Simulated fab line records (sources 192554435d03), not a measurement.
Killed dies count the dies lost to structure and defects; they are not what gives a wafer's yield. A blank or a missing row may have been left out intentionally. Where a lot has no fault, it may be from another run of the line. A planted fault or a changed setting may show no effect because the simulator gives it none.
fab line records	flow n5Finfet
record: lots: 7	wafers: 21	lastDay: 18
route steps=1938 shown BEOL_M10@1524 BEOL_M11@1536 PASSIVATION@1936
lots untouched by any fault: they come from a run of this same line in which no faults occurred
startH: start of the lot's first displayed wafer, in hours after the record's first day	waitH: hours since the lot's step before	" as in the row above	L1.1+2: a row that stands for several wafers	- no value, or no start given	* or withheld: withheld	< > ~ a bound
route shown NAME@n: names a module that has steps shown in the file, with the first one's number in the route	usual: mean/standard deviation taken from wafers without a fault	same: alike in all rows	chamber/n: place in a boat	sites: per-site readings	_std_site: how widely they spread, as a standard deviation	_edge_site: outer sites' mean less inner sites'	radiusMm: for every site, how far away it sits from the centre of the wafer	mask NAME#n: copy n	behind: tool/chamber where the wafer was last shaped	hold: cause of the lot's hold/its duration in hours/its outcome	device: transistor that didn't switch, given as n, p or np	end of line: the tests these same wafers got at the end of their route	step lacking rows: just its recipe	killed: dies that structure and defects cost at the first sort, which is not the same as the wafer's yield	map: dies across one wafer; x = killed, . = not, _ = none there
set.NAME: the setting as run; set.NAME@STEP: as run at that earlier step	model.NAME: the simulator's own value behind a step, which no gauge read
lots at some steps of the route; a table a step, a row a wafer
services: when a tool's chamber went out of use (startH, in hours from the record's first day, below 0 if earlier), for how many hours, and the reason
== steps ==
step: N5_BEOL_M10_ALD_74
recipe: material: TaN	targetThkA: 20	tempC: 275	aldPrecursorFamily: PDMAT	aldCoReactant: NH3	pressureTorr: 3	carrierFlowSccm: 1500	pulseTimeS: 2	purgeTimeS: 3	coReactantPurgeTimeS: 2	coReactantPulseTimeS: 3	aldCycles: 40	precursorVesselTempC: 75	precursorVesselPressureTorr: 26.25	precursorVesselCarrierSccm: 1000
usual: heaterPowerOuterW: 244/39	heaterPowerW: 441/57
lot.wafer	tool	chamber	startH	waitH	heaterPowerOuterW	heaterPowerW
L627.1	aldMetal-01	3	237.99	0.0	320	552
L627.2	"	0	"	"	248	422
L627.5	"	3	"	"	311	556
L628.2	aldMetal-04	1	238.07	0.0	304	545
L628.4	"	3	"	"	214	385
L628.6	"	3	"	"	204	394
L630.1	aldMetal-02	0	255.52	0.0	242	439
L630.5	"	3	"	"	236	437
L630.6	"	2	"	"	264	478
L643.4	aldMetal-04	1	334.77	0.0	300	540
L643.5	"	3	"	"	208	399
L643.6	"	0	"	"	190	392
L644.1	aldMetal-04	1	337.71	0.1	307	542
L644.3	"	2	"	"	227	399
L644.6	"	0	"	"	190	397
L642.1	aldMetal-04	1	341.19	0.0	293	546
L642.3	"	3	"	"	207	393
L642.5	"	2	"	"	234	411
L647.1	aldMetal-01	3	369.76	0.0	318	556
L647.3	"	2	"	"	241	419
L647.5	"	2	"	"	235	421
step: N5_BEOL_M10_SURFACE_TREAT_76
recipe: gas: Ar	timeS: *	ionEnergyEv: *	ionCurrentMaCm2: 0.5	pressureMtorr: *	arFlowSccm: 30
usual: throttleValvePct: *
lot.wafer	tool	chamber	startH	waitH	throttleValvePct
L627.1	pvdSputter-02	-	238.29	0.2	*
L627.2	"	-	"	"	*
L627.5	"	-	"	"	*
L628.2	pvdSputter-01	-	238.41	0.2	*
L628.4	"	-	"	"	*
L628.6	"	-	"	"	*
L630.1	pvdSputter-01	-	255.86	0.2	*
L630.5	"	-	"	"	*
L630.6	"	-	"	"	*
L643.4	pvdSputter-01	-	335.06	0.2	*
L643.5	"	-	"	"	*
L643.6	"	-	"	"	*
L644.1	pvdSputter-03	-	338.01	0.2	*
L644.3	"	-	"	"	*
L644.6	"	-	"	"	*
L642.1	pvdSputter-02	-	341.51	0.2	*
L642.3	"	-	"	"	*
L642.5	"	-	"	"	*
L647.1	pvdSputter-03	-	370.06	0.2	*
L647.3	"	-	"	"	*
L647.5	"	-	"	"	*
step: N5_BEOL_M10_CVD_75
recipe: material: Co	targetThkA: 20	tempC: withheld	precursor: CCTBA/H2	pressureTorr: 30	timeS: 138.9
step: N5_BEOL_M10_SPUTTER_48
recipe: material: Cu	targetThkA: 120	tempC: -20	biasV: 60	powerW: 26000	chamberPressurePa: 0.13	timeS: 2
usual: biasV: 60.0/0.66	chamberPressurePa: 0.13002/0.00025	substrateTempC: -19.99/0.11	throttleValvePct: 30.3/1.3
lot.wafer	tool	chamber	startH	waitH	biasV	chamberPressurePa	substrateTempC	throttleValvePct
L627.1	pvdSputter-01	-	238.49	0.1	59.3	0.12967	-19.89	29.0
L627.2	"	-	"	"	59.1	0.13005	-20.15	29.2
L627.5	"	-	"	"	59.6	0.13005	-20.15	28.7
L628.2	pvdSputter-01	-	238.73	0.1	58.4	0.1303	-20.07	29.3
L628.4	"	-	"	"	59.7	0.13044	-19.97	31.2
L628.6	"	-	"	"	58.7	0.13034	-20.10	31.0
L630.1	pvdSputter-02	-	256.18	0.2	60.8	0.13015	-19.96	30.6
L630.5	"	-	"	"	60.8	0.12989	-19.98	28.6
L630.6	"	-	"	"	59.2	0.13009	-19.97	30.6
L643.4	pvdSputter-03	-	335.29	0.1	60.2	0.13012	-19.99	29.8
L643.5	"	-	"	"	59.8	0.12984	-19.83	31.6
L643.6	"	-	"	"	59.5	0.13017	-20.05	33.0
L644.1	pvdSputter-03	-	338.23	0.1	60.1	0.13018	-20.30	33.1
L644.3	"	-	"	"	60.7	0.13007	-20.16	29.5
L644.6	"	-	"	"	59.4	0.13033	-20.16	32.9
L642.1	pvdSputter-03	-	341.80	0.1	60.3	0.13023	-20.06	33.2
L642.3	"	-	"	"	59.4	0.12985	-19.88	29.8
L642.5	"	-	"	"	60.9	0.13012	-20.12	31.9
L647.1	pvdSputter-03	-	370.24	0.1	59.9	0.13035	-19.84	31.9
L647.3	"	-	"	"	59.6	0.12988	-20.14	29.4
L647.5	"	-	"	"	60.7	0.12999	-20.05	31.9
step: N5_BEOL_M10_ECD_50
recipe: material: Cu	targetThkA: 3180
step: N5_BEOL_M10_ANNEAL_51
recipe: tempC: 225	timeS: 90	ambient: N2
step: N5_BEOL_M10_CMP_52
recipe: stopOn: SiCOH_lowk	tOverpolishS: 7	downForcePsi: 1	platenRpm: 50	clearingPlatenDownForcePsi: 1.5	clearingPlatenRpm: 50	postCmpClean: cuAlkaline	targetThkNm: 140	clearingPlatenPadVelocityMS: 0.99484	padVelocityMS: 0.99484
step: N5_BEOL_M10_THK_MEAS_53
recipe: thkMeasGauge: xrf	reads: Cu_of_BEOL_M10_ECD_50
usual: M10_THK: 141/5.1
lot.wafer	tool	chamber	startH	waitH	M10_THK[nm]
L627.1	filmMetro-01	-	239.31	-	145
L627.2	"	-	"	"	134
L627.5	"	-	"	"	147
L628.2	filmMetro-01	-	239.82	-	142
L628.4	"	-	"	"	138
L628.6	"	-	"	"	146
L630.1	filmMetro-01	-	257.13	-	146
L630.5	"	-	"	"	140
L630.6	"	-	"	"	150
L643.4	filmMetro-02	-	336.22	-	140
L643.5	"	-	"	"	143
L643.6	"	-	"	"	144
L644.1	filmMetro-01	-	339.40	-	146
L644.3	"	-	"	"	142
L644.6	"	-	"	"	143
L642.1	filmMetro-02	-	342.62	-	139
L642.3	"	-	"	"	137
L642.5	"	-	"	"	142
L647.1	filmMetro-02	-	371.29	-	137
L647.3	"	-	"	"	139
L647.5	"	-	"	"	138
step: N5_BEOL_M10_PRE_CLEAN_55
recipe: gas: NH3	timeS: 15	tempC: withheld	rfPowerW: 300
step: N5_BEOL_M10_DEP_56
recipe: material: SiCN	targetThkA: 150	tempC: withheld	precursor: 3MS/NH3	pressureTorr: 3	rfW: 202	timeS: 26.5
usual: showerheadPlenumPTorr: 3.667/0.019	showerheadVppV: 875/39	throttleValvePct: 8.9/0.82
lot.wafer	tool	chamber	startH	waitH	showerheadPlenumPTorr	showerheadVppV	throttleValvePct
L627.1	pecvd-03	0	239.37	0.0	3.637	843	9.1
L627.2	"	2	"	"	3.659	892	7.9
L627.5	"	0	"	"	3.648	843	9.1
L628.2	pecvd-02	2	239.88	0.0	3.690	918	8.7
L628.4	"	1	"	"	3.666	854	9.6
L628.6	"	2	"	"	3.689	928	8.7
L630.1	pecvd-04	2	257.19	0.0	3.666	884	8.4
L630.5	"	0	"	"	3.664	852	10.7
L630.6	"	1	"	"	3.708	951	8.1
L643.4	pecvd-04	1	336.30	0.0	3.705	932	8.0
L643.5	"	0	"	"	3.675	852	10.4
L643.6	"	2	"	"	3.671	884	8.5
L644.1	pecvd-04	1	339.47	0.0	3.708	933	8.0
L644.3	"	0	"	"	3.676	843	10.6
L644.6	"	1	"	"	3.699	946	8.2
L642.1	pecvd-03	2	342.70	0.0	3.653	908	8.0
L642.3	"	0	"	"	3.642	854	9.3
L642.5	"	0	"	"	3.646	840	9.2
L647.1	pecvd-02	1	371.35	0.0	3.668	842	9.6
L647.3	"	0	"	"	3.668	856	9.7
L647.5	"	2	"	"	3.692	923	9.1
step: N5_BEOL_M10_RS_MEAS_57
recipe: thkMeasGauge: four-point-probe	reads: Cu_of_BEOL_M10_ECD_50+Co_of_BEOL_M10_CVD_75+TaN_of_BEOL_M10_ALD_74
usual: M10_RS: 0.150/0.006
lot.wafer	tool	chamber	startH	waitH	M10_RS[ohm/sq]
L627.1	filmMetro-01	-	239.44	0.1	0.145
L627.2	"	-	"	"	0.158
L627.5	"	-	"	"	0.144
L628.2	filmMetro-01	-	239.95	0.1	0.149
L628.4	"	-	"	"	0.154
L628.6	"	-	"	"	0.144
L630.1	filmMetro-01	-	257.27	0.1	0.146
L630.5	"	-	"	"	0.152
L630.6	"	-	"	"	0.141
L643.4	filmMetro-02	-	336.35	0.0	0.150
L643.5	"	-	"	"	0.147
L643.6	"	-	"	"	0.145
L644.1	filmMetro-01	-	339.54	0.1	0.144
L644.3	"	-	"	"	0.149
L644.6	"	-	"	"	0.147
L642.1	filmMetro-01	-	342.79	0.1	0.152
L642.3	"	-	"	"	0.153
L642.5	"	-	"	"	0.149
L647.1	filmMetro-02	-	371.43	0.1	0.155
L647.3	"	-	"	"	0.151
L647.5	"	-	"	"	0.154
step: N5_BEOL_M10_INSPECT_58
recipe: inspectInstrument: darkfield	mode: postDep
usual: rawDefectCount: 72/28
lot.wafer	tool	chamber	startH	waitH	rawDefectCount
L627.1	defectInspect-02	-	239.47	0.0	138
L627.2	"	-	"	"	49
L627.5	"	-	"	"	105
L628.2	defectInspect-02	-	239.98	0.0	143
L628.4	"	-	"	"	97
L628.6	"	-	"	"	97
L630.1	defectInspect-01	-	257.29	0.0	35
L630.5	"	-	"	"	55
L630.6	"	-	"	"	47
L643.4	defectInspect-02	-	336.38	0.0	53
L643.5	"	-	"	"	54
L643.6	"	-	"	"	80
L644.1	defectInspect-02	-	339.56	0.0	64
L644.3	"	-	"	"	80
L644.6	"	-	"	"	72
L642.1	defectInspect-02	-	342.82	0.0	70
L642.3	"	-	"	"	52
L642.5	"	-	"	"	41
L647.1	defectInspect-01	-	371.45	0.0	49
L647.3	"	-	"	"	77
L647.5	"	-	"	"	74
step: N5_BEOL_M11_ILD_DEP_00
recipe: material: SiCOH_lowk	targetThkA: 3085.1	tempC: 300	precursor: DEMS/porogen	pressureTorr: 5	rfW: 500	timeS: 58
usual: heaterPowerOuterW: 165/42	heaterPowerW: 342/67	showerheadPlenumPTorr: 5.742/0.019	showerheadVppV: 1376/55	susceptorTempC: 300.02/0.22	throttleValvePct: 13.5/0.96
lot.wafer	tool	chamber	startH	waitH	heaterPowerOuterW	heaterPowerW	showerheadPlenumPTorr	showerheadVppV	susceptorTempC	throttleValvePct
L627.1	pecvd-04	0	239.50	0.0	96	247	5.733	1323	300.31	16.0
L627.2	"	1	"	"	118	270	5.784	1473	300.01	12.0
L627.5	"	2	"	"	218	436	5.752	1381	299.93	12.8
L628.2	pecvd-01	1	240.01	0.0	211	357	5.759	1376	300.41	13.6
L628.4	"	1	"	"	211	360	5.742	1377	300.20	13.8
L628.6	"	0	"	"	235	437	5.736	1330	300.46	13.6
L630.1	pecvd-01	2	257.33	0.0	150	364	5.728	1439	299.99	13.7
L630.5	"	2	"	"	163	390	5.748	1442	299.86	14.1
L630.6	"	0	"	"	223	421	5.756	1329	300.01	13.7
L643.4	pecvd-01	2	336.44	0.1	194	433	5.741	1420	296.39	13.6
L643.5	"	0	"	"	170	355	5.758	1298	296.71	13.6
L643.6	"	1	"	"	212	352	5.743	1360	296.49	13.7
L644.1	pecvd-01	0	339.60	0.0	215	416	5.748	1308	296.71	13.4
L644.3	"	1	"	"	171	299	5.743	1353	296.64	13.8
L644.6	"	1	"	"	176	311	5.756	1359	296.29	13.9
L642.1	pecvd-01	0	342.85	0.0	190	386	5.730	1304	296.74	13.4
L642.3	"	1	"	"	172	307	5.749	1374	296.75	13.6
L642.5	"	1	"	"	184	317	5.742	1385	296.94	13.7
L647.1	pecvd-03	0	371.49	0.0	122	288	5.729	1320	299.73	13.9
L647.3	"	0	"	"	128	282	5.714	1323	299.72	13.8
L647.5	"	0	"	"	135	278	5.721	1314	299.90	14.1
step: N5_BEOL_M11_CURE_71
recipe: tempC: 385	timeS: 240	ambient: He/Ar	material: SiCOH_lowk
usual: lampPowerPct: 52.32/0.051	wafer_temp_C_max: 386.9/0.64
lot.wafer	tool	chamber	startH	waitH	lampPowerPct	wafer_temp_C_max
L627.1	uvCure-03	2	239.58	0.0	52.26	387.2
L627.2	"	2	"	"	52.40	388.2
L627.5	"	2	"	"	52.30	387.5
L628.2	uvCure-03	0	240.17	0.1	52.22	386.8
L628.4	"	0	"	"	52.37	386.9
L628.6	"	0	"	"	52.27	387.0
L630.1	uvCure-03	0	257.41	0.0	52.40	387.1
L630.5	"	0	"	"	52.37	386.7
L630.6	"	0	"	"	52.28	387.2
L643.4	uvCure-01	2	336.83	0.4	52.24	386.0
L643.5	"	2	"	"	52.46	386.4
L643.6	"	2	"	"	52.35	386.4
L644.1	uvCure-02	0	339.68	0.0	52.24	387.4
L644.3	"	0	"	"	52.32	387.2
L644.6	"	0	"	"	52.25	387.0
L642.1	uvCure-01	2	342.93	0.0	52.39	386.1
L642.3	"	2	"	"	52.36	387.5
L642.5	"	2	"	"	52.33	386.4
L647.1	uvCure-03	0	371.79	0.3	52.27	387.1
L647.3	"	0	"	"	52.26	388.1
L647.5	"	0	"	"	52.27	386.7
step: N5_PASSIVATION_PROBE_49
usual: defectLimitedYield: 91.7/1.4	killed_at_M0_to_M3: 32/9.7	killed_at_M4_up: 14/5.5	killedAtContacts: 13/6.1	killedAtFrontEnd: 35/10	killedAtOther: 4.2/2.9	killedDies: 98/17	killedOpen: 63/12	killedShort: 32/7.7	sort_bin_4_leakage: 0.0/0.33	sort_bin_5_function: 4.8/0.9	sort_bin_6_memory: 3.1/0.63	sort_bin_8_speed: 1/3.3	sortNPass: 1073/41	sortYieldPct: 91/3.5
same: grossDies: 1180	killedAtBackSide: 0
lot.wafer	tool	chamber	startH	waitH	defectLimitedYield[%]	killed_at_M0_to_M3	killed_at_M4_up	killedAtContacts	killedAtFrontEnd	killedAtOther	killedDies	killedOpen	killedShort	sort_bin_4_leakage[%]	sort_bin_5_function[%]	sort_bin_6_memory[%]	sort_bin_8_speed[%]	sortNPass	sortYieldPct[%]
L627.1	prober-01	-	287.61	0.0	90.5	46	9	13	40	4	112	79	33	0	5.8	3.0	0	1068	91
L627.2	prober-01	-	287.66	0.1	92.8	29	3	15	33	5	85	60	22	0	4.7	2.1	0	1095	93
L627.5	prober-01	-	287.81	0.2	90.5	39	16	22	26	9	112	65	45	0	6.1	3.1	0	1068	91
L628.2	prober-02	-	291.53	0.1	90.0	54	12	12	32	8	118	78	40	0	5.8	3.7	0	1062	90
L628.4	prober-02	-	291.63	0.2	91.5	30	12	15	37	6	100	68	32	0.3	5.5	2.6	0	1076	91
L628.6	prober-02	-	291.73	0.3	91.9	44	7	12	27	5	95	70	25	0	4.2	3.6	0	1085	92
L630.1	prober-02	-	304.66	0.0	90.8	38	26	7	32	5	108	73	34	0	4.7	4.0	0	1072	91
L630.5	prober-02	-	304.86	0.2	90.7	33	20	12	43	2	110	74	34	0	5.6	3.1	0	1070	91
L630.6	prober-02	-	304.91	0.3	90.6	34	18	5	51	3	111	74	37	0	5.3	3.9	0	1069	91
L643.4	prober-02	-	383.18	0.2	95.2	21	10	7	18	1	57	38	16	0	3.1	1.4	0	1123	95
L643.5	prober-02	-	383.23	0.2	91.7	29	11	4	49	5	98	55	42	0	5.2	2.6	0	1082	92
L643.6	prober-02	-	383.28	0.3	91.9	23	11	24	35	3	96	60	36	0	4.8	3.1	0	1084	92
L644.1	prober-01	-	389.24	0.0	92.5	35	9	4	39	1	88	52	36	0	4.2	2.7	5	1038	88
L644.3	prober-01	-	389.34	0.1	92.1	31	10	21	30	1	93	56	30	0	4.9	2.5	0	1087	92
L644.6	prober-01	-	389.49	0.3	92.8	22	22	10	23	8	85	59	26	0	4.4	2.8	0	1094	93
L642.1	prober-02	-	394.56	0.0	91.3	30	10	22	37	4	103	67	26	0	5.2	2.8	0	1077	91
L642.3	prober-02	-	394.66	0.1	92.1	20	13	14	41	5	93	60	26	0	4.4	2.6	0	1087	92
L642.5	prober-02	-	394.76	0.2	93.8	29	3	14	19	8	73	48	24	0	3.9	1.9	0	1107	94
L647.1	prober-02	-	427.44	0.0	93.1	20	10	5	42	5	82	52	25	0	4.2	2.5	0	1098	93
L647.3	prober-02	-	427.54	0.1	90.8	29	23	2	47	8	109	58	39	0	4.2	3.7	0	1071	91
L647.5	prober-02	-	427.64	0.2	90.8	26	15	9	56	3	109	68	35	0	4.9	3.8	0	1071	91
killed by level:class
L627.1 BEOL_M0_SAQP:geometricParticle:open=15 FIN_SAQP:geometricParticle:open=10 STI_FIN_REVEAL:geometricParticle:open=8 MOL_CONTACT_COAG:geometricParticle:open=8 BEOL_M2:geometricParticle:open=8 FIN_SAQP:geometricParticle:short=7 BEOL_M0_SAQP:geometricParticle:short=6 BEOL_M1:geometricParticle:open=6
L627.2 MOL_CONTACT_COAG:geometricParticle:open=14 FIN_SAQP:geometricParticle:open=10 BEOL_M2:geometricParticle:open=7 BEOL_M1:geometricParticle:open=6 GATE_CUT:geometricParticle:open=5 BEOL_M0_SAQP:geometricParticle:open=5 BEOL_M0_SAQP:geometricParticle:short=5 GATE_CUT:geometricParticle:short=4
L627.5 MOL_CONTACT_COAG:geometricParticle:open=15 BEOL_M0_SAQP:geometricParticle:short=13 BEOL_M0_SAQP:geometricParticle:open=10 MOL_CONTACT_COAG:geometricParticle:short=7 FIN_SAQP:geometricParticle:open=6 BEOL_M4:geometricParticle:open=6 FIN_SAQP:geometricParticle:short=5 STI_FIN_REVEAL:geometricParticle:short=4
L628.2 BEOL_M3:geometricParticle:open=14 MOL_CONTACT_COAG:geometricParticle:open=12 BEOL_M0_SAQP:geometricParticle:short=10 STI_FIN_REVEAL:geometricParticle:open=9 BEOL_M0_SAQP:geometricParticle:open=7 BEOL_M2:geometricParticle:open=7 FIN_SAQP:geometricParticle:short=6 BEOL_M1:geometricParticle:open=6
L628.4 FIN_SAQP:geometricParticle:short=11 MOL_CONTACT_COAG:geometricParticle:open=10 STI_FIN_REVEAL:geometricParticle:open=9 BEOL_M2:geometricParticle:open=7 BEOL_M0_SAQP:geometricParticle:open=7 MOL_CONTACT_COAG:geometricParticle:short=5 BEOL_M4:geometricParticle:open=5 BEOL_M7:geometricParticle:open=5
L628.6 MOL_CONTACT_COAG:geometricParticle:open=11 BEOL_M1:geometricParticle:open=11 BEOL_M0_SAQP:geometricParticle:open=7 BEOL_M0_SAQP:geometricParticle:short=7 BEOL_M3:geometricParticle:open=7 STI_FIN_REVEAL:geometricParticle:open=6 BEOL_M2:geometricParticle:open=6 FIN_SAQP:geometricParticle:open=4
L630.1 BEOL_M4:geometricParticle:open=12 BEOL_M2:geometricParticle:open=11 FIN_SAQP:geometricParticle:open=10 BEOL_M1:geometricParticle:open=10 FIN_SAQP:geometricParticle:short=7 BEOL_M0_SAQP:geometricParticle:open=6 MOL_CONTACT_COAG:geometricParticle:open=5 BEOL_M4:geometricParticle:short=5
L630.5 FIN_SAQP:geometricParticle:open=14 BEOL_M4:geometricParticle:open=12 FIN_SAQP:geometricParticle:short=11 MOL_CONTACT_COAG:geometricParticle:open=9 BEOL_M0_SAQP:geometricParticle:short=8 BEOL_M1:geometricParticle:open=8 BEOL_M0_SAQP:geometricParticle:open=5 BEOL_M2:geometricParticle:open=5
L630.6 FIN_SAQP:geometricParticle:open=13 FIN_SAQP:geometricParticle:short=12 BEOL_M1:geometricParticle:open=11 BEOL_M4:geometricParticle:open=9 STI_FIN_REVEAL:geometricParticle:open=8 BEOL_M0_SAQP:geometricParticle:open=8 BEOL_M0_SAQP:geometricParticle:short=6 BEOL_M2:geometricParticle:open=6
L643.4 BEOL_M0_SAQP:geometricParticle:open=6 FIN_SAQP:geometricParticle:open=5 MOL_CONTACT_COAG:geometricParticle:open=5 BEOL_M0_SAQP:geometricParticle:short=4 BEOL_M3:geometricParticle:open=4 BEOL_M4:geometricParticle:open=4 FIN_SAQP:geometricParticle:short=3 BEOL_M0:geometricParticle:open=3
L643.5 BEOL_M0_SAQP:geometricParticle:short=11 BEOL_M0_SAQP:geometricParticle:open=10 FIN_SAQP:geometricParticle:short=9 FIN_SAQP:geometricParticle:open=8 STI_FIN_REVEAL:geometricParticle:open=8 STARTING-WAFER:geometricParticle:short=5 DUMMY_GATE:geometricParticle:open=4 STI_FIN_REVEAL:geometricParticle:short=4
L643.6 MOL_CONTACT_COAG:geometricParticle:open=17 BEOL_M0_SAQP:geometricParticle:short=10 FIN_SAQP:geometricParticle:open=8 FIN_SAQP:geometricParticle:short=7 MOL_CONTACT_COAG:geometricParticle:short=7 BEOL_M0_SAQP:geometricParticle:open=5 BEOL_M4:geometricParticle:open=5 STI_FIN_REVEAL:geometricParticle:open=4
L644.1 STI_FIN_REVEAL:geometricParticle:open=10 BEOL_M0_SAQP:geometricParticle:short=9 BEOL_M0_SAQP:geometricParticle:open=9 GATE_CUT:geometricParticle:short=8 FIN_SAQP:geometricParticle:short=6 BEOL_M1:geometricParticle:open=5 STARTING-WAFER:geometricParticle:open=5 BEOL_M2:geometricParticle:open=4
L644.3 MOL_CONTACT_COAG:geometricParticle:open=19 BEOL_M0_SAQP:geometricParticle:short=9 GATE_CUT:geometricParticle:short=8 BEOL_M0_SAQP:geometricParticle:open=7 BEOL_M2:geometricParticle:open=7 FIN_CUT:areaEtch=6 BEOL_M4:geometricParticle:open=5 BEOL_M3:geometricParticle:open=3
L644.6 BEOL_M4:geometricParticle:open=13 MOL_CONTACT_COAG:geometricParticle:open=8 BEOL_M0_SAQP:geometricParticle:short=5 BEOL_M0_SAQP:geometricParticle:open=4 BEOL_M1:geometricParticle:open=4 FIN_SAQP:geometricParticle:open=3 FIN_CUT:geometricParticle:open=3 STI_FIN_REVEAL:geometricParticle:open=3
L642.1 MOL_CONTACT_COAG:geometricParticle:open=18 FIN_SAQP:geometricParticle:open=14 BEOL_M0_SAQP:geometricParticle:short=9 HKMG_FIN:areaEtch=8 BEOL_M1:geometricParticle:open=7 BEOL_M0_SAQP:geometricParticle:open=5 MOL_CONTACT_COAG:geometricParticle:short=4 BEOL_M4:geometricParticle:open=4
L642.3 MOL_CONTACT_COAG:geometricParticle:open=13 FIN_SAQP:geometricParticle:open=12 BEOL_M0_SAQP:geometricParticle:short=7 HKMG_FIN:areaEtch=6 BEOL_M1:geometricParticle:open=5 STARTING-WAFER:geometricParticle:open=5 FIN_SAQP:geometricParticle:short=4 DUMMY_GATE:geometricParticle:short=3
L642.5 MOL_CONTACT_COAG:geometricParticle:open=10 STI_FIN_REVEAL:geometricParticle:open=6 BEOL_M0_SAQP:geometricParticle:short=5 BEOL_M1:geometricParticle:open=5 BEOL_M3:geometricParticle:open=5 MOL_CONTACT_COAG:geometricParticle:short=4 BEOL_M0_SAQP:geometricParticle:open=4 GATE_CUT:geometricParticle:short=3
L647.1 FIN_SAQP:geometricParticle:open=15 FIN_SAQP:geometricParticle:short=12 BEOL_M3:geometricParticle:open=6 MOL_CONTACT_COAG:geometricParticle:open=4 BEOL_M0_SAQP:geometricParticle:open=4 BEOL_M1:geometricParticle:open=4 DUMMY_GATE:geometricParticle:open=3 GATE_CUT:geometricParticle:short=3
L647.3 STI_FIN_REVEAL:geometricParticle:open=10 FIN_SAQP:geometricParticle:open=9 FIN_SAQP:geometricParticle:short=8 HKMG_FIN:areaEtch=8 BEOL_M0_SAQP:geometricParticle:short=7 DUMMY_GATE:geometricParticle:open=6 BEOL_M5:geometricParticle:open=6 BEOL_M0_SAQP:geometricParticle:open=5
L647.5 FIN_SAQP:geometricParticle:short=17 FIN_SAQP:geometricParticle:open=16 BEOL_M3:geometricParticle:open=10 BEOL_M4:geometricParticle:open=9 MOL_CONTACT_COAG:geometricParticle:open=6 DUMMY_GATE:geometricParticle:open=5 BEOL_M0_SAQP:geometricParticle:short=5 BEOL_M0_SAQP:geometricParticle:open=5
== services ==
tool	chamber	startH	hours	kind
uvCure-01	-	216.13	1.7	repair
aldMetal-01	-	217.23	2.8	pm
pecvd-02	-	241.03	1.7	repair
pecvd-04	0	243.73	5.5	scheduledDown
aldMetal-02	-	247.65	2.8	pm
uvCure-02	-	253.89	2.1	pm
uvCure-01	-	260.34	14.6	pm
pecvd-03	1	260.96	144.4	repair
pecvd-02	0	265.03	22.1	repair
pecvd-01	0	265.81	-	calibration
pecvd-02	-	265.85	0.7	repair
pecvd-04	-	280.33	0.9	repair
pecvd-02	-	285.58	0.6	repair
aldMetal-02	-	306.31	8.7	pm
uvCure-02	-	307.17	14.6	pm
aldMetal-04	1	308.17	5.8	repair
uvCure-01	-	317.44	7.5	pm
pecvd-03	0	318.92	2.1	scheduledDown
uvCure-02	-	323.12	4.5	pm
aldMetal-02	-	337.25	14.0	pm
uvCure-03	-	345.19	24.9	pm
pecvd-01	2	352.34	5.5	scheduledDown
pecvd-04	2	354.92	5.5	scheduledDown
pvdSputter-01	-	371.96	1.0	repair
== key ==
firstSign: step: N5_BEOL_M11_ILD_DEP_00	reading: susceptorTempC	direction: down	sigmas: 16	usual: *	struck: *
effect none on later readings
metAt N5_BEOL_M11_ILD_DEP_00
struckWafers L642.1,L642.3,L642.5,L643.4,L643.5,L643.6,L644.1,L644.3,L644.6
onsetBetween 257.33 336.44
earlierFault: kind: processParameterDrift	tool: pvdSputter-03	chamber: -	onsetH: 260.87	steps: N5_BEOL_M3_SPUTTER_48	channel: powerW	offset: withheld	shape: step	actsIn: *
earlierFault: kind: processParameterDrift	tool: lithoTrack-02	chamber: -	onsetH: 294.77	steps: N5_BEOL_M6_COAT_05	channel: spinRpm	offset: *	shape: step	actsIn: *	stated: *
fault: kind: processParameterDrift	tool: pecvd-01	chamber: -	onsetH: 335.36	steps: N5_BEOL_M11_ILD_DEP_00	channel: tempC	offset: *	shape: step	actsIn: *	stated: *
